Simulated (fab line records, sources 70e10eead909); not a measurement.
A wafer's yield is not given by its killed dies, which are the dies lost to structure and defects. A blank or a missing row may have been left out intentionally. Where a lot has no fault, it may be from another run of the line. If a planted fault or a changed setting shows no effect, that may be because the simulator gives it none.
Which tool did it?    flow nand harc    Sampling: 6 lots, 18 wafers, 2 of 1159 route steps

WHAT THE GAUGES SHOWED, per wafer
NHARC_P_M2_INSPECT_27.
lot   measured      on                 raw defect count
L577  day 6 09:13   defect inspect-01  352 221 367
L579  day 7 01:43   defect inspect-01  469 256 267
L584  day 8 03:20   defect inspect-01  202 219 162
L588  day 8 20:55   defect inspect-01  292 421 304
L597  day 11 08:50  defect inspect-01  344 459 381
L599  day 11 20:44  defect inspect-02  302 239 292

WHAT TOOL EACH LOT RAN ON (gives the tool, then ch and the chambers of the sampled wafers, and finally the start)
lot   NHARC_P_M2_ANNEAL_31
L577  rtp anneal-01 ch 0, day 6 08:30
L579  rtp anneal-02 ch 0, day 7 00:57
L584  rtp anneal-02 ch 0, day 8 02:31
L588  rtp anneal-02 ch 0, day 8 20:10
L597  rtp anneal-01 ch 0, day 11 08:01
L599  rtp anneal-01 ch 0, day 11 19:58
- NHARC_P_M2_ANNEAL_31: time 90 s.

THE ANSWER, worked out from the rows above alone
Rule: what is usual is taken from the lots themselves. The widest of any qualifying gaps counts: lots, ordered by their means at a reading, are off when they make up no more than a third of the lots, leave a main group of 4 or more, and stand apart from it by 3 or more times the standard deviation of that group's means. The tables above print the reading to a certain number of digits; a main group whose means all agree to those digits is not used. Also off: a lot with no number at a reading for which 4 or more lots have one. Any other lot the step has rows for is counted as sound.
Nothing can be told from this: no lot is off at any reading shown.

WHAT HAD BEEN PUT IN BY THE SIMULATOR
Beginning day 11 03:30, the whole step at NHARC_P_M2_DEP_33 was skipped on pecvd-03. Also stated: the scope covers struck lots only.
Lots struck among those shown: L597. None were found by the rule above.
